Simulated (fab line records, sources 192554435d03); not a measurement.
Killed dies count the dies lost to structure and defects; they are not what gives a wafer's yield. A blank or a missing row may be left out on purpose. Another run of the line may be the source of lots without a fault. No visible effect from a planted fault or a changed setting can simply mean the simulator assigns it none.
The tool behind it: which one? :: flow n5 finfet :: 8 lots, 23 wafers sampled, at 9 steps of a route of 1938

WHAT THE GAUGES SHOWED, per wafer
N5_BEOL_M3_OCD_MEAS_38. Usual: trench depth nm reads 55.4 nm (standard deviation 1.1).
lot: L566
measured: day 8 08:20
on: ocd-01
trench depth nm (nm): 54.9 55.7 54.1
flag: 

lot: L570
measured: day 9 09:02
on: ocd-02
trench depth nm (nm): 56.7 0.8
flag: OFF

lot: L572
measured: day 9 13:44
on: ocd-01
trench depth nm (nm): 55.4 53.7 0.5
flag: OFF

lot: L573
measured: day 10 15:29
on: ocd-02
trench depth nm (nm): 56.7 55.2 3.0
flag: OFF

lot: L579
measured: day 11 20:57
on: ocd-02
trench depth nm (nm): 56.6 54.3 54.5
flag: 

lot: L581
measured: day 13 02:48
on: ocd-01
trench depth nm (nm): 54.8 53.5 53.7
flag: 

lot: L584
measured: day 13 18:37
on: ocd-01
trench depth nm (nm): 53.8 54.8 55.1
flag: 

lot: L582
measured: day 14 07:04
on: ocd-01
trench depth nm (nm): 56.0 55.0 56.6
flag: 

N5_BEOL_M3_CD_MEAS_35: target cd 18 nm, target cd y 21 nm. Usual: cd nm reads 18.0 nm (standard deviation 0.4).
lot: L566
measured: day 8 08:31
on: cd sem-01
cd nm (nm): 17.8 18.8 18.1
flag: 

lot: L570
measured: day 9 09:11
on: cd sem-02
cd nm (nm): 18.5 -
flag: 

lot: L572
measured: day 9 13:53
on: cd sem-01
cd nm (nm): 18.0 17.5 -
flag: 

lot: L573
measured: day 10 15:38
on: cd sem-01
cd nm (nm): 17.5 17.6 -
flag: 

lot: L579
measured: day 11 21:06
on: cd sem-02
cd nm (nm): 18.1 18.5 18.2
flag: 

lot: L581
measured: day 13 02:58
on: cd sem-02
cd nm (nm): 18.1 17.9 18.1
flag: 

lot: L584
measured: day 13 18:46
on: cd sem-01
cd nm (nm): 18.3 18.2 18.1
flag: 

lot: L582
measured: day 14 07:14
on: cd sem-01
cd nm (nm): 17.8 17.2 17.7
flag: 

N5_BEOL_M3_THK_MEAS_53: measures by xrf. Usual: M3_THK 39.8 nm, standard deviation 1.5.
lot: L566
measured: day 8 14:44
on: film metro-02
M3_THK (nm): 40.1 40.2 41.4
flag: 

lot: L570
measured: day 9 13:07
on: film metro-02
M3_THK (nm): 40.7 -
flag: 

lot: L572
measured: day 9 18:32
on: film metro-01
M3_THK (nm): 40.4 41.5 -
flag: 

lot: L573
measured: day 10 19:27
on: film metro-02
M3_THK (nm): 39.4 39.4 -
flag: 

lot: L579
measured: day 12 02:19
on: film metro-02
M3_THK (nm): 36.3 39.2 36.7
flag: 

lot: L581
measured: day 13 06:26
on: film metro-02
M3_THK (nm): 39.4 39.7 41.5
flag: 

lot: L584
measured: day 13 22:40
on: film metro-01
M3_THK (nm): 39.0 37.9 40.9
flag: 

lot: L582
measured: day 14 12:20
on: film metro-02
M3_THK (nm): 39.5 39.5 41.0
flag: 

N5_BEOL_M4_RC_MEAS_101. Usual: DIBL_N 36.3 mV/V, standard deviation 2.2; DIBL_P 36.0 mV/V, standard deviation 2.4; IOFF_N 0.16 nA/um, standard deviation 0.042; IOFF_P 0.22 nA/um, standard deviation 0.041; ION_N 672 uA/um, standard deviation 14; ION_P 462 uA/um, standard deviation 7.9; SS_N 71.7 mV/dec, standard deviation 0.76; SS_P 73.3 mV/dec, standard deviation 0.72; VT_N 250 mV, standard deviation 3.6; VT_P -249 mV, standard deviation 3.
lot: L566
measured: day 9 02:52
on: prober-02
DIBL_N (mV/V): 40.6 41.0 41.2
DIBL_P (mV/V): 39.6 40.1 40.5
IOFF_N (nA/um): 0.24 0.25 0.27
IOFF_P (nA/um): 0.30 0.30 0.32
ION_N (uA/um): 690 691 704
ION_P (uA/um): 475 469 477
SS_N (mV/dec): 71.8 72.7 72.2
SS_P (mV/dec): 74.6 74.5 74.6
VT_N (mV): 244 241 241
VT_P (mV): -245 -244 -246
flag: 

lot: L570
measured: day 9 21:14
on: prober-01
DIBL_N (mV/V): 36.6
DIBL_P (mV/V): 36.9
IOFF_N (nA/um): 0.16
IOFF_P (nA/um): 0.21
ION_N (uA/um): 660
ION_P (uA/um): 459
SS_N (mV/dec): 71.6
SS_P (mV/dec): 73.5
VT_N (mV): 250
VT_P (mV): -249
flag: 

lot: L572
measured: day 10 04:07
on: prober-01
DIBL_N (mV/V): 38.3 35.6
DIBL_P (mV/V): 37.9 33.7
IOFF_N (nA/um): 0.18 0.14
IOFF_P (nA/um): 0.26 0.19
ION_N (uA/um): 672 668
ION_P (uA/um): 471 458
SS_N (mV/dec): 72.0 71.0
SS_P (mV/dec): 73.9 72.3
VT_N (mV): 250 254
VT_P (mV): -249 -252
flag: 

lot: L573
measured: day 11 03:26
on: prober-02
DIBL_N (mV/V): 40.4 36.1
DIBL_P (mV/V): 38.4 35.9
IOFF_N (nA/um): 0.35 0.17
IOFF_P (nA/um): 0.28 0.22
ION_N (uA/um): 682 662
ION_P (uA/um): 459 457
SS_N (mV/dec): 75.0 71.7
SS_P (mV/dec): 73.8 73.2
VT_N (mV): 244 249
VT_P (mV): -248 -250
flag: 

lot: L579
measured: day 13 06:53
on: prober-01
DIBL_N (mV/V): 35.3 35.4 38.4
DIBL_P (mV/V): 33.0 32.8 37.0
IOFF_N (nA/um): 0.13 0.14 0.21
IOFF_P (nA/um): 0.18 0.19 0.25
ION_N (uA/um): 679 667 696
ION_P (uA/um): 469 457 479
SS_N (mV/dec): 70.9 71.1 71.5
SS_P (mV/dec): 73.2 73.2 73.8
VT_N (mV): 254 252 247
VT_P (mV): -253 -255 -248
flag: 

lot: L581
measured: day 14 04:23
on: prober-02
DIBL_N (mV/V): 36.8 36.5 36.3
DIBL_P (mV/V): 37.1 38.0 37.4
IOFF_N (nA/um): 0.18 0.20 0.18
IOFF_P (nA/um): 0.24 0.26 0.23
ION_N (uA/um): 679 706 692
ION_P (uA/um): 464 483 467
SS_N (mV/dec): 72.0 71.7 71.8
SS_P (mV/dec): 73.5 73.3 73.1
VT_N (mV): 247 243 248
VT_P (mV): -248 -245 -246
flag: 

lot: L584
measured: day 14 21:55
on: prober-02
DIBL_N (mV/V): 36.6 34.5 33.8
DIBL_P (mV/V): 36.4 35.3 34.7
IOFF_N (nA/um): 0.15 0.13 0.11
IOFF_P (nA/um): 0.18 0.18 0.16
ION_N (uA/um): 655 664 657
ION_P (uA/um): 445 459 453
SS_N (mV/dec): 72.2 70.8 70.8
SS_P (mV/dec): 73.0 72.3 72.7
VT_N (mV): 253 251 255
VT_P (mV): -253 -255 -252
flag: 

lot: L582
measured: day 15 06:28
on: prober-01
DIBL_N (mV/V): 33.2 34.1 33.4
DIBL_P (mV/V): 34.8 35.7 34.9
IOFF_N (nA/um): 0.14 0.15 0.14
IOFF_P (nA/um): 0.19 0.19 0.20
ION_N (uA/um): 674 685 672
ION_P (uA/um): 468 470 465
SS_N (mV/dec): 70.5 71.1 71.2
SS_P (mV/dec): 72.9 72.8 72.7
VT_N (mV): 251 249 250
VT_P (mV): -251 -251 -250
flag: 

TOOL THAT RAN EACH LOT (tool first, then ch and the chambers of the sampled wafers, then the start)
lot: L566
N5_BEOL_M3_HM_DEP_02: pvd sputter-03, day 8 04:46
N5_BEOL_M3_STRIP_66: rie diel-06 ch 0,1,3, day 8 05:46
N5_BEOL_M3_ETCH_77: rie diel-06 ch 0,1,3, day 8 06:37
N5_BEOL_M3_ALD_98: ald sin-04 ch 1,2,3, day 8 06:43
N5_BEOL_M3_ETCHBACK_99: rie diel-02 ch 0,2,3, day 8 07:56

lot: L570
N5_BEOL_M3_HM_DEP_02: pvd sputter-03, day 9 05:11
N5_BEOL_M3_STRIP_66: rie diel-06 ch 1,2, day 9 06:02
N5_BEOL_M3_ETCH_77: rie diel-02 ch 0, day 9 06:46
N5_BEOL_M3_ALD_98: ald sin-03 ch 3, day 9 06:52
N5_BEOL_M3_ETCHBACK_99: rie diel-02 ch 2, day 9 08:39

lot: L572
N5_BEOL_M3_HM_DEP_02: pvd sputter-03, day 9 09:41
N5_BEOL_M3_STRIP_66: rie diel-06 ch 0,1, day 9 10:25
N5_BEOL_M3_ETCH_77: rie diel-04 ch 0,1,2, day 9 11:07
N5_BEOL_M3_ALD_98: ald sin-04 ch 0,2, day 9 11:53
N5_BEOL_M3_ETCHBACK_99: rie diel-02 ch 0,1,2, day 9 13:20

lot: L573
N5_BEOL_M3_HM_DEP_02: pvd sputter-03, day 10 10:10
N5_BEOL_M3_STRIP_66: rie diel-02 ch 0,1, day 10 10:53
N5_BEOL_M3_ETCH_77: rie diel-06 ch 0,2,3, day 10 11:43
N5_BEOL_M3_ALD_98: ald sin-03 ch 0,2, day 10 11:49
N5_BEOL_M3_ETCHBACK_99: rie diel-02 ch 2,3, day 10 15:05

lot: L579
N5_BEOL_M3_HM_DEP_02: pvd sputter-01, day 11 08:57
N5_BEOL_M3_STRIP_66: rie diel-04 ch 0,1,2, day 11 09:51
N5_BEOL_M3_ETCH_77: rie diel-06 ch 1,2,3, day 11 10:41
N5_BEOL_M3_ALD_98: ald sin-02 ch 0,3, day 11 10:46
N5_BEOL_M3_ETCHBACK_99: rie diel-02 ch 0,1,2, day 11 20:34

lot: L581
N5_BEOL_M3_HM_DEP_02: pvd sputter-01, day 12 20:49
N5_BEOL_M3_STRIP_66: rie diel-02 ch 2,3, day 12 21:40
N5_BEOL_M3_ETCH_77: rie diel-02 ch 0,1,3, day 12 22:30
N5_BEOL_M3_ALD_98: ald sin-02 ch 0,2,3, day 12 22:36
N5_BEOL_M3_ETCHBACK_99: rie diel-02 ch 1,3, day 13 02:25

lot: L584
N5_BEOL_M3_HM_DEP_02: pvd sputter-03, day 13 14:59
N5_BEOL_M3_STRIP_66: rie diel-04 ch 0,1,2, day 13 15:43
N5_BEOL_M3_ETCH_77: rie diel-04 ch 0,3, day 13 16:25
N5_BEOL_M3_ALD_98: ald sin-02 ch 0,1,2, day 13 16:36
N5_BEOL_M3_ETCHBACK_99: rie diel-02 ch 0,1, day 13 18:14

lot: L582
N5_BEOL_M3_HM_DEP_02: pvd sputter-03, day 14 03:24
N5_BEOL_M3_STRIP_66: rie diel-02 ch 2,3, day 14 04:07
N5_BEOL_M3_ETCH_77: rie diel-02 ch 0,2, day 14 04:56
N5_BEOL_M3_ALD_98: ald sin-03 ch 2,3, day 14 05:10
N5_BEOL_M3_ETCHBACK_99: rie diel-02 ch 2,3, day 14 06:41
- N5_BEOL_M3_HM_DEP_02: deposits TiN, target thk 20 nm.
- N5_BEOL_M3_STRIP_66: strips in CF4.
- N5_BEOL_M3_ETCH_77: etches underlayer in N2/H2, target depth 6.5 nm, time 5.2 s.
- N5_BEOL_M3_ALD_98: deposits SiO2, target thk 2.5 nm, pulse time 1 s, co reactant pulse time 1 s.
- N5_BEOL_M3_ETCHBACK_99: etches SiO2 in CHF3, target depth 5 nm, time 10.4 s.

WHAT THE TOOLS THEMSELVES READ (means of the sampled wafers that have a number; where no wafer has one, the mark that the record gives instead)
N5_BEOL_M3_HM_DEP_02. Usual: throttle valve pct reads 30.1 % (standard deviation 1.3).
lot: L566
tool: pvd sputter-03
throttle valve pct (%): 28.6
flag: 

lot: L570
tool: pvd sputter-03
throttle valve pct (%): 29.6
flag: 

lot: L572
tool: pvd sputter-03
throttle valve pct (%): 28.9
flag: 

lot: L573
tool: pvd sputter-03
throttle valve pct (%): 29.1
flag: 

lot: L579
tool: pvd sputter-01
throttle valve pct (%): 31.6
flag: 

lot: L581
tool: pvd sputter-01
throttle valve pct (%): 31.6
flag: 

lot: L584
tool: pvd sputter-03
throttle valve pct (%): 29.9
flag: 

lot: L582
tool: pvd sputter-03
throttle valve pct (%): 28.8
flag: 

N5_BEOL_M3_STRIP_66. Usual: bias power w 75.00 W, standard deviation 0.22; drypump motor current A 5.5 A, standard deviation 0.47; oes product au 0.77 a.u., standard deviation 0.07; rf vpp V 271.4 V, standard deviation 1.1; showerhead plenum p Torr 1.81 Torr, standard deviation 0.037; throttle valve pct 13.62 %, standard deviation 0.19.
lot: L566
tool: rie diel-06
bias power w (W): 75.10
drypump motor current A (A): 5.6
oes product au (a.u.): 0.79
rf vpp V (V): 271.1
showerhead plenum p Torr (Torr): 1.80
throttle valve pct (%): 13.52
flag: 

lot: L570
tool: rie diel-06
bias power w (W): 75.23
drypump motor current A (A): 5.7
oes product au (a.u.): 0.74
rf vpp V (V): 271.6
showerhead plenum p Torr (Torr): 1.83
throttle valve pct (%): 13.86
flag: 

lot: L572
tool: rie diel-06
bias power w (W): 75.02
drypump motor current A (A): 5.3
oes product au (a.u.): 0.72
rf vpp V (V): 271.3
showerhead plenum p Torr (Torr): 1.84
throttle valve pct (%): 13.75
flag: 

lot: L573
tool: rie diel-02
bias power w (W): 74.86
drypump motor current A (A): 5.4
oes product au (a.u.): 0.71
rf vpp V (V): 270.6
showerhead plenum p Torr (Torr): 1.79
throttle valve pct (%): 13.78
flag: 

lot: L579
tool: rie diel-04
bias power w (W): 74.89
drypump motor current A (A): 5.4
oes product au (a.u.): 0.77
rf vpp V (V): 270.6
showerhead plenum p Torr (Torr): 1.80
throttle valve pct (%): 13.65
flag: 

lot: L581
tool: rie diel-02
bias power w (W): 74.82
drypump motor current A (A): 5.4
oes product au (a.u.): 0.77
rf vpp V (V): 272.5
showerhead plenum p Torr (Torr): 1.84
throttle valve pct (%): 13.47
flag: 

lot: L584
tool: rie diel-04
bias power w (W): 74.82
drypump motor current A (A): 5.4
oes product au (a.u.): 0.76
rf vpp V (V): 271.1
showerhead plenum p Torr (Torr): 1.80
throttle valve pct (%): 13.68
flag: 

lot: L582
tool: rie diel-02
bias power w (W): 74.99
drypump motor current A (A): 5.5
oes product au (a.u.): 0.76
rf vpp V (V): 272.2
showerhead plenum p Torr (Torr): 1.83
throttle valve pct (%): 13.50
flag: 

N5_BEOL_M3_ETCH_77. Usual: drypump motor current A 5.5 A, standard deviation 0.5; etch rf on time s 5.22 s, standard deviation 0.12; oes product au 0.66 a.u., standard deviation 0.067; rf vpp V 524.4 V, standard deviation 2; showerhead plenum p Torr 2.56 Torr, standard deviation 0.06; throttle valve pct 17.93 %, standard deviation 0.19.
lot: L566
tool: rie diel-06
drypump motor current A (A): 5.6
etch rf on time s (s): 5.16
oes product au (a.u.): 0.69
rf vpp V (V): 524.8
showerhead plenum p Torr (Torr): 2.56
throttle valve pct (%): 17.85
flag: 

lot: L570
tool: rie diel-02
drypump motor current A (A): 5.3
etch rf on time s (s): 5.50
oes product au (a.u.): 0.58
rf vpp V (V): 522.1
showerhead plenum p Torr (Torr): 2.52
throttle valve pct (%): 18.29
flag: 

lot: L572
tool: rie diel-04
drypump motor current A (A): 5.4
etch rf on time s (s): 5.16
oes product au (a.u.): 0.68
rf vpp V (V): 522.7
showerhead plenum p Torr (Torr): 2.55
throttle valve pct (%): 17.83
flag: 

lot: L573
tool: rie diel-06
drypump motor current A (A): 5.6
etch rf on time s (s): 5.20
oes product au (a.u.): 0.66
rf vpp V (V): 522.6
showerhead plenum p Torr (Torr): 2.52
throttle valve pct (%): 17.91
flag: 

lot: L579
tool: rie diel-06
drypump motor current A (A): 5.9
etch rf on time s (s): 5.12
oes product au (a.u.): 0.68
rf vpp V (V): 523.4
showerhead plenum p Torr (Torr): 2.55
throttle valve pct (%): 18.06
flag: 

lot: L581
tool: rie diel-02
drypump motor current A (A): 5.3
etch rf on time s (s): 5.38
oes product au (a.u.): 0.61
rf vpp V (V): 525.4
showerhead plenum p Torr (Torr): 2.57
throttle valve pct (%): 18.06
flag: 

lot: L584
tool: rie diel-04
drypump motor current A (A): 5.2
etch rf on time s (s): 5.13
oes product au (a.u.): 0.66
rf vpp V (V): 523.8
showerhead plenum p Torr (Torr): 2.55
throttle valve pct (%): 17.81
flag: 

lot: L582
tool: rie diel-02
drypump motor current A (A): 6.0
etch rf on time s (s): 5.26
oes product au (a.u.): 0.68
rf vpp V (V): 523.7
showerhead plenum p Torr (Torr): 2.56
throttle valve pct (%): 17.98
flag: 

N5_BEOL_M3_ALD_98. Usual: chamber pressure Torr 2.000 Torr, standard deviation 0.005; heater power w 79 W, standard deviation 7; precursor pulse height rel 1.001, standard deviation 0.019.
lot: L566
tool: ald sin-04
chamber pressure Torr (Torr): 2.002
heater power w (W): 80
precursor pulse height rel: 0.996
flag: 

lot: L570
tool: ald sin-03
chamber pressure Torr (Torr): 2.000
heater power w (W): 74
precursor pulse height rel: 0.969
flag: 

lot: L572
tool: ald sin-04
chamber pressure Torr (Torr): 1.998
heater power w (W): 89
precursor pulse height rel: 0.999
flag: 

lot: L573
tool: ald sin-03
chamber pressure Torr (Torr): 2.007
heater power w (W): 76
precursor pulse height rel: 1.023
flag: 

lot: L579
tool: ald sin-02
chamber pressure Torr (Torr): 2.003
heater power w (W): 79
precursor pulse height rel: 1.003
flag: 

lot: L581
tool: ald sin-02
chamber pressure Torr (Torr): 2.002
heater power w (W): 80
precursor pulse height rel: 1.005
flag: 

lot: L584
tool: ald sin-02
chamber pressure Torr (Torr): 1.999
heater power w (W): 82
precursor pulse height rel: 1.005
flag: 

lot: L582
tool: ald sin-03
chamber pressure Torr (Torr): 2.004
heater power w (W): 76
precursor pulse height rel: 0.988
flag: 

N5_BEOL_M3_ETCHBACK_99. Usual: drypump motor current A 5.5 A, standard deviation 0.51; oes product au 0.79 a.u., standard deviation 0.082; rf vpp V 241 V, standard deviation 3.4; showerhead plenum p Torr 2.17 Torr, standard deviation 0.053; throttle valve pct 17.09 %, standard deviation 0.14.
lot: L566
tool: rie diel-02
drypump motor current A (A): 5.5
oes product au (a.u.): 0.80
rf vpp V (V): 241
showerhead plenum p Torr (Torr): 2.20
throttle valve pct (%): 17.10
flag: 

lot: L570
tool: rie diel-02
drypump motor current A (A): 6.4
oes product au (a.u.): 0.66
rf vpp V (V): 244
showerhead plenum p Torr (Torr): 2.22
throttle valve pct (%): 17.02
flag: 

lot: L572
tool: rie diel-02
drypump motor current A (A): 5.8
oes product au (a.u.): 0.61
rf vpp V (V): 240
showerhead plenum p Torr (Torr): 2.16
throttle valve pct (%): 17.07
flag: 

lot: L573
tool: rie diel-02
drypump motor current A (A): 5.4
oes product au (a.u.): 0.65
rf vpp V (V): 242
showerhead plenum p Torr (Torr): 2.23
throttle valve pct (%): 17.02
flag: 

lot: L579
tool: rie diel-02
drypump motor current A (A): 5.8
oes product au (a.u.): 0.78
rf vpp V (V): 240
showerhead plenum p Torr (Torr): 2.15
throttle valve pct (%): 17.11
flag: 

lot: L581
tool: rie diel-02
drypump motor current A (A): 5.2
oes product au (a.u.): 0.74
rf vpp V (V): 241
showerhead plenum p Torr (Torr): 2.20
throttle valve pct (%): 17.02
flag: 

lot: L584
tool: rie diel-02
drypump motor current A (A): 5.6
oes product au (a.u.): 0.72
rf vpp V (V): 239
showerhead plenum p Torr (Torr): 2.12
throttle valve pct (%): 17.10
flag: 

lot: L582
tool: rie diel-02
drypump motor current A (A): 5.9
oes product au (a.u.): 0.82
rf vpp V (V): 243
showerhead plenum p Torr (Torr): 2.22
throttle valve pct (%): 17.09
flag: 

THE ANSWER, worked out from the rows above alone
Rule: take the mean of a lot's wafers that have a number; if it is more than 3 standard deviations from the usual mean, the lot is off. Also off: a lot with no number at a reading for which 4 or more lots have one. All remaining lots with rows at the step are treated as sound. First the gauges in route order, then the tools' own readings, where a lot's mean is used as printed above. The first step at which some lot is off is used, and at that step the reading that is off furthest; a lot without a number counts as furthest.
Off, at N5_BEOL_M3_OCD_MEAS_38 on trench depth nm: L570, L572, L573.
If a tool, at a process step before that reading, ran all the lots that are off and no sound lot after the first of them, it fits. Gauges at N5_BEOL_M3_OCD_MEAS_38: tried the same way as those tools. Not one of the candidates tried fits.

WHAT THE SIMULATOR HAD INSERTED
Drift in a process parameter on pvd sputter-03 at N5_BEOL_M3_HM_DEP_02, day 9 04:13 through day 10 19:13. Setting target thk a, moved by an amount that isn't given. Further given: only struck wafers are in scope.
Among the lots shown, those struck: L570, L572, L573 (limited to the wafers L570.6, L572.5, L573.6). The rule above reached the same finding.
